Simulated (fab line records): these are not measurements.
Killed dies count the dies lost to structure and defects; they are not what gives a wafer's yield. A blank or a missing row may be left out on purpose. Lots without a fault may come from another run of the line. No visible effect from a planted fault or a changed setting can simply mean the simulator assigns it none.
Which tool is to blame? | flow n5 finfet | 36 wafers from 12 lots sampled at 3 of the route's 1938 steps

WHAT THE GAUGES READ, wafer by wafer
N5_BEOL_M8_OCD_MEAS_38.
lot  | measured     | on     | trench depth nm (nm)
L076 | day 11 04:31 | ocd-01 | 94.5 91.9 93.1
L078 | day 12 01:23 | ocd-01 | 92.7 94.7 95.5
L079 | day 12 02:09 | ocd-01 | 96.8 92.4 92.8
L080 | day 12 03:58 | ocd-01 | 94.2 93.8 93.5
L082 | day 13 10:59 | ocd-02 | 94.9 94.2 94.2
L086 | day 13 20:14 | ocd-02 | 94.7 94.4 93.8
L089 | day 14 02:37 | ocd-02 | 93.4 92.3 92.8
L088 | day 14 19:29 | ocd-01 | 93.6 93.3 93.2
L090 | day 14 22:56 | ocd-02 | 96.3 93.9 93.7
L093 | day 15 04:28 | ocd-02 | 94.7 92.2 93.5
L095 | day 16 14:23 | ocd-01 | 94.0 94.6 94.2
L097 | day 17 06:53 | ocd-01 | 91.7 91.6 91.6

TOOL THAT RAN EACH LOT (tool first, then ch and the chambers of the sampled wafers, then the start)
lot  | N5_BEOL_M8_STRIP_19                | N5_BEOL_M8_TRENCH_ETCH_37
L076 | rie diel-01 ch 2,3, day 11 01:41   | rie diel-03 ch 0,2, day 11 04:31 or earlier
L078 | rie diel-01 ch 0,1,3, day 11 20:44 | rie diel-03 ch 1,2, day 12 01:23 or earlier
L079 | rie diel-03 ch 1,2, day 11 21:09   | rie diel-04 ch 0,1,3, day 12 02:09 or earlier
L080 | rie diel-03 ch 0,1, day 12 02:13   | rie diel-01 ch 2,3, day 12 03:58 or earlier
L082 | rie diel-01 ch 1,2, day 13 07:41   | rie diel-01 ch 2,3, day 13 10:59 or earlier
L086 | rie diel-04 ch 0,2,3, day 13 19:08 | rie diel-01 ch 0,1,3, day 13 20:14 or earlier
L089 | rie diel-04 ch 2,3, day 14 00:44   | rie diel-04 ch 0,2, day 14 02:37 or earlier
L088 | rie diel-03 ch 1,3, day 14 18:19   | rie diel-03 ch 0,1, day 14 19:29 or earlier
L090 | rie diel-04 ch 0,1, day 14 21:08   | rie diel-03 ch 0,1,2, day 14 22:56 or earlier
L093 | rie diel-03 ch 1,2, day 15 02:19   | rie diel-04 ch 0,1,2, day 15 04:28 or earlier
L095 | rie diel-01 ch 1,2, day 16 12:00   | rie diel-01 ch 0,2,3, day 16 14:23 or earlier
L097 | rie diel-01 ch 0,2, day 17 05:55   | rie diel-04 ch 0,1,2, day 17 06:53 or earlier
- N5_BEOL_M8_STRIP_19: strips in O2.
- N5_BEOL_M8_TRENCH_ETCH_37: etches SiCOH lowk in C4F6/O2, target depth 93.478 nm, time 31.2 s.

THE ANSWER, worked out from the rows above alone
Rule: what is usual is taken from the lots themselves. The widest of any qualifying gaps counts: lots, ordered by their means at a reading, are off when they make up no more than a third of the lots, leave a main group of 4 or more, and stand apart from it by 3 or more times the standard deviation of that group's means. A main group whose means are all the same, to the digits that the tables above print for the reading, isn't used. Also off: a lot with no number at a reading for which 4 or more lots have one. Where the step has rows for the other lots, those lots are counted as sound.
None of the lots is off at any reading shown; this tells nothing.

WHAT THE SIMULATOR HAD PUT IN
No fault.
